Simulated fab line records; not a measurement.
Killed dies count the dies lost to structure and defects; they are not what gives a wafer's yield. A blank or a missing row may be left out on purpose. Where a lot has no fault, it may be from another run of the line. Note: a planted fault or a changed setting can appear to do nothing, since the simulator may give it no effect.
Split-lot study -- flow n5Finfet -- on a route of 1938 steps: 7 lots, 21 wafers read

## SPLIT DETAILS
At N5_BEOL_M11_ILD_DEP_00 (deposits SiCOH lowk from DEMS/porogen, target thk 308.51 nm, time 58 s), the setting timeS was moved away from the recipe's 58 s on 11 of the 21 wafers read, by -13.9% to +9.4%. All remaining wafers had this setting at the recipe value.

## FROM THE SPLIT TO THE READING: what the file shows between them, 1 step
- N5_BEOL_M11_CURE_71: cures SiCOH lowk, time 240 s

## THE READING
At N5_BEOL_M11_THK_MEAS_01: M11_ILD_THK, given in nm. Typical for fault-free wafers on this fab line: 267 nm, with standard deviation 3.7 nm.

wafer,"tool, chamber at the split","timeS as run, s",against the recipe,"M11_ILD_THK, nm",against lot-mates on the recipe
L076.1,"pecvd-03, 0",58,recipe,266,-
L076.2,"pecvd-03, 2",51.07,-11.9%,237,-29
L076.6,"pecvd-03, 2",51.07,-11.9%,240,-26
L082.1,"pecvd-01, 2",58,recipe,266,-
L082.2,"pecvd-01, 0",49.91,-13.9%,226,-40
L082.6,"pecvd-01, 0",49.91,-13.9%,229,-37
L080.1,"pecvd-01, 2",58,recipe,262,-
L080.2,"pecvd-01, 0",53.16,-8.3%,240,-22
L080.4,"pecvd-01, 0",53.16,-8.3%,242,-20
L084.2,"pecvd-03, 2",58,recipe,270,-
L084.3,"pecvd-03, 1",58,recipe,265,-
L084.5,"pecvd-03, 2",63.45,+9.4%,302,+34
L089.2,"pecvd-01, 1",61.26,+5.6%,284,+12
L089.5,"pecvd-01, 0",61.26,+5.6%,281,+9
L089.6,"pecvd-01, 1",58,recipe,272,-
L093.2,"pecvd-01, 1",58,recipe,266,-
L093.3,"pecvd-01, 0",58,recipe,264,-
L093.4,"pecvd-01, 0",58,recipe,268,-
L095.4,"pecvd-04, 1",62.06,+7.0%,282,+14
L095.5,"pecvd-04, 0",62.06,+7.0%,285,+17
L095.6,"pecvd-04, 2",58,recipe,268,-

FIT RESULTS
A straight line over all 21 wafers: M11_ILD_THK changes by +2.78 nm for each +1% of timeS; r = +0.98; the points scatter about the line by 3.7 nm.
The same after taking each lot's own level away (the mean of its wafers on the recipe; 21 wafers): +2.58 nm for each +1%; r = +0.98; scatter 3.5 nm.
That fit puts the effect of the largest move of timeS on the reading at 36 nm.
Measured against the standard deviation above, the lots' own levels, which go from 262.0 to 272.0 nm, span 2.7 times it.
Consequently the slope shifts little with the lot-to-lot level, the two slopes agreeing.
Check: for one of the wafers moved furthest among these (-13.9%), held out of the fit, the line's prediction against its lot-mates is -35 nm. It came out at -40 nm against them.

## THE WHOLE CHAIN: every reading that the file lists as answering this split, in the file's order
step,what it does,reading,change (the file's fit),r (the file's)
N5_BEOL_M11_ILD_DEP_00,"deposits SiCOH lowk from DEMS/porogen, target thk 308.51 nm, time 58 s","SiCOH_lowk_of_BEOL_M11_ILD_DEP_00.thkNm (the simulator's own value, which no gauge read)",+3.01 nm for each +1% of the setting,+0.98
N5_BEOL_M11_CURE_71,"cures SiCOH lowk, time 240 s","SiCOH_lowk_of_BEOL_M11_ILD_DEP_00.thkNm (the simulator's own value, which no gauge read)",+2.65 nm for each +1% of the setting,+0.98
N5_BEOL_M11_THK_MEAS_01,,M11_ILD_THK,+2.65 for each +1% of the setting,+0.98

## THE FILE'S OWN FIT
M11_ILD_THK changes by +2.65 nm for each +1% of timeS, r = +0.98.
